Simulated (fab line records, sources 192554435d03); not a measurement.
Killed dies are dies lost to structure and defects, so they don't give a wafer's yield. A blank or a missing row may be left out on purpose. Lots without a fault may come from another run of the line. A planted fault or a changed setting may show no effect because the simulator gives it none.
Which tool did it? | flow n5_finfet | 9 lots, 26 wafers sampled, at 5 steps of a route of 1938

WHAT THE GAUGES READ, wafer by wafer
N5_BEOL_M4_RC_MEAS_101. Usual: DIBL_N 35.9 mV/V, standard deviation 1.3; DIBL_P 36.3 mV/V, standard deviation 1.5; IOFF_N 0.153 nA/um, standard deviation 0.023; IOFF_P 0.208 nA/um, standard deviation 0.028; ION_N 672 uA/um, standard deviation 9.7; ION_P 462 uA/um, standard deviation 6.6; SS_N 71.5 mV/dec, standard deviation 0.53; SS_P 73.3 mV/dec, standard deviation 0.59; VT_N 250.4 mV, standard deviation 2.7; VT_P -250.5 mV, standard deviation 3.
lot  | measured     | on        | DIBL_N (mV/V)  | DIBL_P (mV/V)  | IOFF_N (nA/um)    | IOFF_P (nA/um)    | ION_N (uA/um) | ION_P (uA/um) | SS_N (mV/dec)  | SS_P (mV/dec)  | VT_N (mV)         | VT_P (mV)            | flag
L117 | day 8 00:50  | prober-02 | 35.3 36.9 34.4 | 35.2 37.2 33.8 | 0.137 0.162 0.120 | 0.175 0.197 0.152 | 660 679 660   | 453 461 450   | 71.3 71.8 70.7 | 73.1 73.7 72.3 | 250.9 249.6 254.1 | -254.6 -255.0 -257.9 |
L119 | day 9 02:06  | prober-02 | 34.1 33.4 34.4 | 36.7 36.1 36.6 | 0.150 0.139 0.148 | 0.207 0.206 0.195 | 674 665 664   | 467 463 455   | 71.5 71.5 71.6 | 73.5 73.4 73.8 | 247.2 248.8 246.3 | -250.3 -250.9 -252.2 |
L123 | day 10 07:00 | prober-01 | 36.8 36.9 35.7 | 37.2 35.8 35.7 | 0.170 0.168 0.149 | 0.235 0.222 0.217 | 681 685 671   | 470 469 467   | 72.2 70.7 71.8 | 73.8 73.4 73.9 | 248.3 248.3 252.0 | -249.1 -250.4 -249.9 |
L127 | day 10 20:38 | prober-01 | 35.1 35.7 35.5 | 34.6 35.3 34.3 | 0.125 0.141 0.130 | 0.201 0.216 0.203 | 666 670 668   | 466 462 463   | 70.8 71.6 71.7 | 72.6 73.7 73.0 | 253.6 248.8 253.1 | -245.9 -247.0 -245.9 |
L128 | day 11 03:49 | prober-01 | 35.8 34.1 34.7 | 35.2 32.7 34.5 | 0.141 0.116 0.120 | 0.200 0.167 0.191 | 670 649 654   | 462 450 464   | 71.3 70.6 70.8 | 73.0 72.7 73.3 | 252.4 257.0 253.8 | -250.8 -254.7 -251.3 |
L129 | day 11 11:40 | prober-02 | 36.8 34.5 35.1 | 35.5 33.3 33.3 | 0.161 0.123 0.129 | 0.211 0.178 0.176 | 677 660 659   | 454 452 454   | 71.4 71.1 71.6 | 74.0 72.7 73.3 | 253.2 253.4 254.8 | -251.8 -253.1 -253.2 |
L133 | day 12 15:55 | prober-02 | 36.5 36.5 36.9 | 37.9 37.4 37.7 | 0.160 0.157 0.169 | 0.218 0.206 0.215 | 675 682 669   | 461 459 455   | 70.8 71.5 71.6 | 73.0 73.5 73.4 | 251.5 254.7 251.7 | -249.8 -253.8 -250.4 |
L136 | day 13 15:25 | prober-01 | 33.7 33.9 34.0 | 34.3 34.7 35.1 | 0.136 0.137 0.144 | 0.213 0.212 0.223 | 665 670 686   | 462 466 476   | 70.9 70.4 71.5 | 73.3 72.4 73.6 | 251.6 250.3 251.4 | -247.8 -248.5 -245.7 |
L138 | day 14 01:29 | prober-02 | 36.4 36.6      | 37.5 37.4      | 0.170 0.165       | 0.215 0.209       | 691 679       | 468 462       | 71.4 71.7      | 74.6 73.0      | 248.6 249.0       | -250.0 -248.8        |

WHICH TOOL RAN EACH LOT (tool, then ch and the chambers of the sampled wafers, then the start)
lot  | N5_BEOL_M0_SAQP_ETCH_107           | N5_BEOL_M0_SAQP_RECESS_109         | N5_BEOL_M0_SAQP_SPACER2_ETCHBACK_27 | N5_BEOL_M0_SAQP_ALD_48
L117 | rie_diel-01 ch 0,1,3, day 5 15:14  | vapor_etch-02 ch 0,1, day 5 15:22  | rie_diel-02 ch 2,3, day 5 16:05     | ald_sin-01 ch 0,2, day 5 17:07
L119 | rie_diel-01 ch 0,1,3, day 6 03:20  | vapor_etch-02 ch 0,1, day 6 03:26  | rie_diel-04 ch 0,2,3, day 6 04:08   | ald_sin-03 ch 1,2,3, day 6 05:17
L123 | rie_diel-01 ch 0,2,3, day 7 08:43  | vapor_etch-02 ch 0,1, day 7 08:56  | rie_diel-01 ch 1,2,3, day 7 09:42   | ald_sin-03 ch 1,2,3, day 7 11:29
L127 | rie_diel-02 ch 0,3, day 8 08:13    | vapor_etch-02 ch 0,1, day 8 08:19  | rie_diel-01 ch 1,3, day 8 09:34     | ald_sin-01 ch 2,3, day 8 10:29
L128 | rie_diel-01 ch 1,2, day 8 20:22    | vapor_etch-01 ch 0,1, day 8 20:30  | rie_diel-04 ch 0,1,2, day 8 22:35   | ald_sin-01 ch 1,2,3, day 8 23:47
L129 | rie_diel-01 ch 0,1,2, day 9 00:47  | vapor_etch-01 ch 0,1, day 9 00:54  | rie_diel-02 ch 0,3, day 9 01:48     | ald_sin-01 ch 1,2,3, day 9 02:50
L133 | rie_diel-01 ch 2,3, day 9 19:08    | vapor_etch-02 ch 0,1, day 9 19:14  | rie_diel-02 ch 0,2, day 9 19:55     | ald_sin-01 ch 0,1,2, day 9 20:58
L136 | rie_diel-02 ch 1,2,3, day 10 12:55 | vapor_etch-02 ch 0,1, day 10 13:04 | rie_diel-04 ch 0,1, day 10 13:43    | ald_sin-02 ch 1,2,3, day 10 15:22
L138 | rie_diel-01 ch 0,3, day 10 23:37   | vapor_etch-02 ch 0,1, day 10 23:46 | rie_diel-04 ch 0,3, day 11 00:25    | ald_sin-01 ch 0, day 11 01:41
- N5_BEOL_M0_SAQP_ETCH_107: etches SiNx in CH3F/O2, target depth 30 nm.
- N5_BEOL_M0_SAQP_RECESS_109: chemistry HF/NH3, target SiO2, target depth 3 nm, afs cycles 1, sublimation time 60 s.
- N5_BEOL_M0_SAQP_SPACER2_ETCHBACK_27: etches SiO2 in CHF3/O2, target depth 22.5 nm, time 11.25 s.
- N5_BEOL_M0_SAQP_ALD_48: deposits SiO2, target thk 20 nm, pulse time 1 s, co reactant pulse time 1 s.

WHAT THE TOOLS THEMSELVES READ (means of the sampled wafers that have a number; where no wafer has one, the mark that the record gives instead)
N5_BEOL_M0_SAQP_ETCH_107. Usual: drypump_motor_current_A 5.5 A, standard deviation 0.31; oes_product_au 0.79 a.u., standard deviation 0.092; rf_vpp_V 296.4 V, standard deviation 2.5; showerhead_plenum_p_Torr 2.02 Torr, standard deviation 0.067; throttle_valve_pct 16.29 %, standard deviation 0.28.
lot  | tool        | drypump_motor_current_A (A) | oes_product_au (a.u.) | rf_vpp_V (V) | showerhead_plenum_p_Torr (Torr) | throttle_valve_pct (%) | flag
L117 | rie_diel-01 | 5.6                         | 0.76                  | 295.7        | 2.00                            | 16.36                  |
L119 | rie_diel-01 | 5.7                         | 0.76                  | 296.6        | 2.00                            | 16.36                  |
L123 | rie_diel-01 | 5.5                         | 0.80                  | 295.7        | 1.99                            | 16.12                  |
L127 | rie_diel-02 | 5.8                         | 0.70                  | 295.7        | 2.07                            | 16.51                  |
L128 | rie_diel-01 | 5.7                         | 0.76                  | 296.4        | 1.97                            | 16.51                  |
L129 | rie_diel-01 | 5.7                         | 0.80                  | 295.0        | 1.99                            | 16.23                  |
L133 | rie_diel-01 | 5.4                         | 0.90                  | 298.8        | 1.96                            | 15.96                  |
L136 | rie_diel-02 | 5.9                         | 0.78                  | 296.4        | 2.03                            | 16.34                  |
L138 | rie_diel-01 | 5.6                         | 0.88                  | 296.0        | 1.99                            | 16.00                  |

N5_BEOL_M0_SAQP_RECESS_109. Usual: drypump_motor_current_A 5.6 A, standard deviation 0.62.
lot  | tool          | drypump_motor_current_A (A) | flag
L117 | vapor_etch-02 | 5.4                         |
L119 | vapor_etch-02 | 5.9                         |
L123 | vapor_etch-02 | 5.8                         |
L127 | vapor_etch-02 | 5.8                         |
L128 | vapor_etch-01 | 5.3                         |
L129 | vapor_etch-01 | 5.7                         |
L133 | vapor_etch-02 | 5.8                         |
L136 | vapor_etch-02 | 5.4                         |
L138 | vapor_etch-02 | 5.7                         |

N5_BEOL_M0_SAQP_SPACER2_ETCHBACK_27. Usual: drypump_motor_current_A 5.5 A, standard deviation 0.32; oes_product_au 0.79 a.u., standard deviation 0.091; rf_vpp_V 522 V, standard deviation 4.1; showerhead_plenum_p_Torr 2.43 Torr, standard deviation 0.079; throttle_valve_pct 18.86 %, standard deviation 0.26.
lot  | tool        | drypump_motor_current_A (A) | oes_product_au (a.u.) | rf_vpp_V (V) | showerhead_plenum_p_Torr (Torr) | throttle_valve_pct (%) | flag
L117 | rie_diel-02 | 6.0                         | 0.76                  | 522          | 2.38                            | 18.88                  |
L119 | rie_diel-04 | 5.2                         | 0.73                  | 522          | 2.42                            | 18.85                  |
L123 | rie_diel-01 | 5.5                         | 0.76                  | 524          | 2.38                            | 18.90                  |
L127 | rie_diel-01 | 5.5                         | 0.69                  | 526          | 2.38                            | 19.09                  |
L128 | rie_diel-04 | 5.2                         | 0.78                  | 521          | 2.44                            | 18.92                  |
L129 | rie_diel-02 | 5.9                         | 0.70                  | 520          | 2.48                            | 19.02                  |
L133 | rie_diel-02 | 5.9                         | 0.71                  | 522          | 2.42                            | 19.02                  |
L136 | rie_diel-04 | 5.0                         | 0.76                  | 523          | 2.43                            | 18.94                  |
L138 | rie_diel-04 | 5.0                         | 0.82                  | 528          | 2.52                            | 18.68                  |

N5_BEOL_M0_SAQP_ALD_48. Usual: chamber_pressure_Torr 2.000 Torr, standard deviation 0.0045; heater_power_w 80 W, standard deviation 10; precursor_pulse_height_rel 1.001, standard deviation 0.019.
lot  | tool       | chamber_pressure_Torr (Torr) | heater_power_w (W) | precursor_pulse_height_rel | flag
L117 | ald_sin-01 | 2.001                        | 76                 | 0.986                      |
L119 | ald_sin-03 | 2.000                        | 75                 | 0.997                      |
L123 | ald_sin-03 | 2.002                        | 74                 | 0.976                      |
L127 | ald_sin-01 | 1.999                        | 79                 | 0.999                      |
L128 | ald_sin-01 | 1.999                        | 73                 | 1.015                      |
L129 | ald_sin-01 | 2.007                        | 74                 | 0.992                      |
L133 | ald_sin-01 | 2.000                        | 73                 | 1.013                      |
L136 | ald_sin-02 | 2.003                        | 81                 | 1.006                      |
L138 | ald_sin-01 | 2.005                        | 73                 | 1.020                      |

THE ANSWER, worked out from the rows above alone
Rule: a lot is off if the mean of its wafers that have a number lies more than 3 standard deviations from the usual mean. A lot without any number at a reading at which 4 lots or more have one is off too. The other lots that the step has rows for count as sound. The gauges are gone through in route order, then the tools' own readings, and for those a lot's mean is taken as printed above. The first step at which some lot is off is used, and at that step the reading that is off furthest; a lot without a number counts as furthest.
No lot is off at any reading shown: from this, nothing can be told.

WHAT THE SIMULATOR HAD PUT IN
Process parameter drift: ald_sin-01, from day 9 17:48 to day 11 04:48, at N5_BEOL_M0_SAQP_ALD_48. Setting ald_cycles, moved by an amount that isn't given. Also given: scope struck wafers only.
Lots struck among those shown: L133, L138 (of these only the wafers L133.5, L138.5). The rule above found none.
